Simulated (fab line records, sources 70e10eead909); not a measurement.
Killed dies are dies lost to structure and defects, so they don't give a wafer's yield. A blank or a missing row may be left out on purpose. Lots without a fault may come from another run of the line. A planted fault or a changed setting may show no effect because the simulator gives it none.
Which tool did it? | flow nand_harc | 13 lots, 39 wafers sampled, at 5 steps of a route of 1302

WHAT THE GAUGES READ, wafer by wafer
NHARC_END_SORT_01. Usual: killed_at_array 52, standard deviation 19; killed_at_other 1.0, standard deviation 1.2; killed_at_periphery 4.1, standard deviation 2.8; killed_dies 57, standard deviation 19; killed_open 3.1, standard deviation 1.7; killed_short 2.5, standard deviation 1.5.
lot  | measured     | on        | killed_at_array | killed_at_other | killed_at_periphery | killed_dies | killed_open | killed_short | flag
L396 | day 24 23:59 | prober-02 | 65 52 47        | 0 3 0           | 6 3 5               | 71 58 52    | 4 3 3       | 4 1 2        |
L405 | day 29 02:52 | prober-01 | 17 20 22        | 2 4 1           | 12 4 7              | 31 28 30    | 3 2 2       | 2 2 3        |

WHICH TOOL RAN EACH LOT (tool, then ch and the chambers of the sampled wafers, then the start)
lot  | NHARC_A_CONTACT_ETCH_117             | NHARC_A_CONTACT_ETCH_102           | NHARC_A_CONTACT_DEP_57        | NHARC_A_CONTACT_SOFTBAKE_64
L393 | har_cap_etch-02 ch 0,1, day 21 04:49 | rie_diel-05 ch 1,2,3, day 21 07:17 | acl_dep-01 ch 0, day 21 11:29 | litho_track-01 ch 0, day 21 13:00
L395 | har_cap_etch-02 ch 1, day 22 02:40   | rie_diel-12 ch 1,3, day 22 05:11   | acl_dep-02 ch 0, day 22 07:40 | litho_track-01 ch 0, day 22 11:00
L396 | har_cap_etch-02 ch 0,1, day 22 08:58 | rie_diel-12 ch 0,2, day 22 11:27   | acl_dep-02 ch 0, day 22 13:18 | litho_track-04 ch 0, day 22 16:00
L397 | har_cap_etch-03 ch 0, day 22 11:22   | rie_diel-05 ch 0,2, day 22 13:52   | acl_dep-01 ch 0, day 22 15:04 | litho_track-06 ch 0, day 22 18:00
L398 | har_cap_etch-02 ch 0,1, day 23 10:16 | rie_diel-08 ch 0,2,3, day 23 12:49 | acl_dep-03 ch 0, day 23 14:05 | litho_track-04 ch 0, day 23 17:00
L399 | har_cap_etch-02 ch 0,1, day 24 05:58 | rie_diel-05 ch 2,3, day 24 08:29   | acl_dep-02 ch 0, day 24 13:22 | litho_track-04 ch 0, day 24 16:00
L403 | har_cap_etch-01 ch 0,1, day 25 15:58 | rie_diel-12 ch 0,1,3, day 25 19:03 | acl_dep-02 ch 0, day 25 20:17 | litho_track-04 ch 0, day 25 23:00
L405 | har_cap_etch-01 ch 0,1, day 26 05:57 | rie_diel-08 ch 0,1,3, day 26 08:29 | acl_dep-03 ch 0, day 26 13:57 | litho_track-04 ch 0, day 26 17:00
L412 | har_cap_etch-02 ch 0,1, day 29 08:46 | rie_diel-12 ch 1,2, day 29 11:43   | acl_dep-03 ch 0, day 29 13:46 | litho_track-01 ch 0, day 29 17:00
L411 | har_cap_etch-03 ch 1, day 29 15:14   | rie_diel-12 ch 1,2,3, day 29 18:33 | acl_dep-02 ch 0, day 29 19:45 | litho_track-04 ch 0, day 29 22:00
L414 | har_cap_etch-02 ch 1, day 30 05:13   | rie_diel-08 ch 0,1,2, day 30 08:16 | acl_dep-03 ch 0, day 30 09:27 | litho_track-04 ch 0, day 30 12:00
L415 | har_cap_etch-01 ch 0,1, day 30 09:23 | rie_diel-12 ch 0,1,2, day 30 11:56 | acl_dep-01 ch 0, day 30 12:35 | litho_track-06 ch 0, day 30 16:00
L416 | har_cap_etch-01 ch 0,1, day 30 21:00 | rie_diel-08 ch 0,1, day 30 23:25   | acl_dep-02 ch 0, day 31 01:45 | litho_track-06 ch 0, day 31 03:00
- NHARC_A_CONTACT_ETCH_117: etches the open film in C4F8/O2/Ar, time 190 s, target depth 1850 nm.
- NHARC_A_CONTACT_ETCH_102: etches the open film in CF4/O2, target depth 100 nm, overetch 10 nm, time 55 s.
- NHARC_A_CONTACT_DEP_57: deposits aC, target thk 5300 nm.
- NHARC_A_CONTACT_SOFTBAKE_64: time 55 s.

WHAT THE TOOLS THEMSELVES READ (means of the sampled wafers that have a number; where no wafer has one, the mark that the record gives instead)
NHARC_A_CONTACT_ETCH_102. Usual: drypump_motor_current_A 5.90 A, standard deviation 0.24; oes_product_au 0.994 a.u., standard deviation 0.014; rf_vpp_V 197.2 V, standard deviation 1.1; showerhead_plenum_p_Torr 1.31 Torr, standard deviation 0.038; throttle_valve_pct 13.397 %, standard deviation 0.0096.
lot  | tool        | drypump_motor_current_A (A) | oes_product_au (a.u.) | rf_vpp_V (V) | showerhead_plenum_p_Torr (Torr) | throttle_valve_pct (%) | flag
L393 | rie_diel-05 | 5.97                        | 0.998                 | 196.5        | 1.28                            | 13.390                 |
L395 | rie_diel-12 | 5.74                        | 1.001                 | 197.3        | 1.31                            | 13.388                 |
L396 | rie_diel-12 | 5.81                        | 0.986                 | 197.4        | 1.31                            | 13.404                 |
L397 | rie_diel-05 | 5.86                        | 1.004                 | 197.1        | 1.31                            | 13.398                 |
L398 | rie_diel-08 | 6.02                        | 0.998                 | 196.3        | 1.32                            | 13.388                 |
L399 | rie_diel-05 | 5.98                        | 0.999                 | 197.4        | 1.30                            | 13.398                 |
L403 | rie_diel-12 | 5.75                        | 0.996                 | 197.4        | 1.29                            | 13.389                 |
L405 | rie_diel-08 | 5.90                        | 0.995                 | 196.9        | 1.31                            | 13.392                 |
L412 | rie_diel-12 | 5.79                        | 0.991                 | 197.7        | 1.32                            | 13.406                 |
L411 | rie_diel-12 | 5.72                        | 1.000                 | 196.9        | 1.30                            | 13.392                 |
L414 | rie_diel-08 | 6.15                        | 0.996                 | 197.9        | 1.34                            | 13.401                 |
L415 | rie_diel-12 | 5.81                        | 0.993                 | 196.7        | 1.30                            | 13.397                 |
L416 | rie_diel-08 | 6.05                        | 0.997                 | 197.7        | 1.33                            | 13.402                 |

NHARC_A_CONTACT_DEP_57. Usual: throttle_valve_pct 35.000 %, standard deviation 0.009.
lot  | tool       | throttle_valve_pct (%) | flag
L393 | acl_dep-01 | 34.992                 |
L395 | acl_dep-02 | 34.996                 |
L396 | acl_dep-02 | 34.999                 |
L397 | acl_dep-01 | 35.001                 |
L398 | acl_dep-03 | 35.002                 |
L399 | acl_dep-02 | 34.998                 |
L403 | acl_dep-02 | 35.010                 |
L405 | acl_dep-03 | 34.995                 |
L412 | acl_dep-03 | 34.999                 |
L411 | acl_dep-02 | 34.994                 |
L414 | acl_dep-03 | 35.005                 |
L415 | acl_dep-01 | 35.005                 |
L416 | acl_dep-02 | 35.005                 |

NHARC_A_CONTACT_SOFTBAKE_64. Usual: exhaust_pa 45.1 Pa, standard deviation 0.92; heater_power_total_W 188.46 W, standard deviation 0.14; plate_temp_C 104.95 C, standard deviation 0.11.
lot  | tool           | exhaust_pa (Pa) | heater_power_total_W (W) | plate_temp_C (C) | flag
L393 | litho_track-01 | 44.4            | 188.40                   | 105.01           |
L395 | litho_track-01 | 44.7            | 188.47                   | 104.83           |
L396 | litho_track-04 | 46.7            | 188.58                   | 104.86           |
L397 | litho_track-06 | 46.4            | 188.54                   | 105.04           |
L398 | litho_track-04 | 44.9            | 188.45                   | 104.82           |
L399 | litho_track-04 | 46.1            | 188.42                   | 104.94           |
L403 | litho_track-04 | 44.9            | 192.88                   | 104.90           | OFF
L405 | litho_track-04 | 44.6            | 192.79                   | 105.08           | OFF
L412 | litho_track-01 | 44.4            | 188.47                   | 104.98           |
L411 | litho_track-04 | 44.9            | 188.46                   | 104.90           |
L414 | litho_track-04 | 46.1            | 188.58                   | 104.96           |
L415 | litho_track-06 | 44.9            | 188.36                   | 104.91           |
L416 | litho_track-06 | 44.3            | 188.38                   | 104.96           |

THE ANSWER, worked out from the rows above alone
Rule: a lot is off if the mean of its wafers that have a number lies more than 3 standard deviations from the usual mean. A lot without any number at a reading at which 4 lots or more have one is off too. The other lots that the step has rows for count as sound. The gauges are gone through in route order, then the tools' own readings, and for those a lot's mean is taken as printed above. The first step at which some lot is off is used, and at that step the reading that is off furthest; a lot without a number counts as furthest.
Off: L403, L405, at NHARC_A_CONTACT_SOFTBAKE_64 (heater_power_total_W).
A tool fits if, at that step or a process step before it, it ran every lot that is off, and no sound lot after the first of them. None of those tried fits.

WHAT THE SIMULATOR HAD PUT IN
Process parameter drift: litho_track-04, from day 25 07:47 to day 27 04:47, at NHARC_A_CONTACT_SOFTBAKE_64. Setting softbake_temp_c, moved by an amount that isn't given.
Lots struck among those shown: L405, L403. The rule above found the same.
